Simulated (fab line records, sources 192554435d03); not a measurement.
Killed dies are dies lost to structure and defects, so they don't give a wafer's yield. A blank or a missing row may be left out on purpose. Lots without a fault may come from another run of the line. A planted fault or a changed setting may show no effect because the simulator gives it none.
Which tool did it? | flow n5_finfet | 12 lots, 36 wafers sampled, at 3 steps of a route of 1938

WHAT THE GAUGES READ, wafer by wafer
N5_BEOL_M2_OCD_MEAS_38.
lot  | measured     | on     | trench_depth_nm (nm)
L075 | day 7 07:43  | ocd-02 | 56.3 55.7 54.5
L077 | day 8 03:40  | ocd-01 | 56.0 56.0 56.1
L079 | day 8 03:38  | ocd-01 | 56.7 55.7 56.6
L080 | day 9 09:04  | ocd-01 | 56.8 55.8 55.7
L082 | day 10 02:02 | ocd-01 | 55.3 56.2 56.3
L085 | day 10 09:40 | ocd-01 | 57.4 55.8 56.4
L087 | day 10 10:25 | ocd-01 | 55.9 55.6 56.3
L088 | day 11 01:13 | ocd-01 | 55.0 55.8 56.0
L091 | day 11 06:14 | ocd-01 | 55.4 56.0 55.5
L093 | day 12 05:01 | ocd-02 | 56.3 56.2 55.9
L095 | day 13 03:49 | ocd-01 | 56.7 55.8 55.0
L097 | day 13 22:02 | ocd-01 | 56.1 55.8 55.4

WHICH TOOL RAN EACH LOT (tool, then ch and the chambers of the sampled wafers, then the start)
lot  | N5_BEOL_M2_STRIP_19                | N5_BEOL_M2_TRENCH_ETCH_37
L075 | rie_diel-03 ch 1,2,3, day 7 02:16  | rie_diel-04 ch 0,2,3, day 7 07:43 or earlier
L077 | rie_diel-03 ch 0,3, day 7 08:16    | rie_diel-04 ch 0,1,2, day 8 03:40 or earlier
L079 | rie_diel-01 ch 0,2,3, day 7 17:47  | rie_diel-01 ch 2,3, day 8 03:38 or earlier
L080 | rie_diel-01 ch 0,2, day 8 21:35    | rie_diel-01 ch 0,1,3, day 9 09:04 or earlier
L082 | rie_diel-01 ch 0,1,2, day 8 22:41  | rie_diel-01 ch 0,2,3, day 10 02:02 or earlier
L085 | rie_diel-03 ch 0,3, day 9 19:04    | rie_diel-04 ch 1,2,3, day 10 09:40 or earlier
L087 | rie_diel-01 ch 0,1, day 10 04:10   | rie_diel-01 ch 1,2, day 10 10:25 or earlier
L088 | rie_diel-01 ch 0,3, day 10 14:29   | rie_diel-03 ch 0,3, day 11 01:13 or earlier
L091 | rie_diel-04 ch 0,1,2, day 11 02:59 | rie_diel-04 ch 0,1,2, day 11 06:14 or earlier
L093 | rie_diel-03 ch 1,2,3, day 11 21:40 | rie_diel-01 ch 1,2,3, day 12 05:01 or earlier
L095 | rie_diel-01 ch 0,2,3, day 12 12:25 | rie_diel-04 ch 0,3, day 13 03:49 or earlier
L097 | rie_diel-04 ch 0,2,3, day 13 08:37 | rie_diel-01 ch 0,1,2, day 13 22:02 or earlier
- N5_BEOL_M2_STRIP_19: strips in O2.
- N5_BEOL_M2_TRENCH_ETCH_37: etches SiOC in C4F6/O2, target depth 55.555 nm, time 29.2 s.

THE ANSWER, worked out from the rows above alone
Rule: what is usual is taken from the lots themselves. Put in order of their means at a reading, lots are off if they are a third of the lots or fewer, leave a main group of 4 or more, and stand apart from it by a gap of 3 or more times the standard deviation of the main group's means; of several such gaps the widest counts. A main group whose means are all the same, to the digits that the tables above print for the reading, isn't used. A lot without any number at a reading at which 4 lots or more have one is off too. The other lots that the step has rows for count as sound.
No lot is off at any reading shown: from this, nothing can be told.

WHAT THE SIMULATOR HAD PUT IN
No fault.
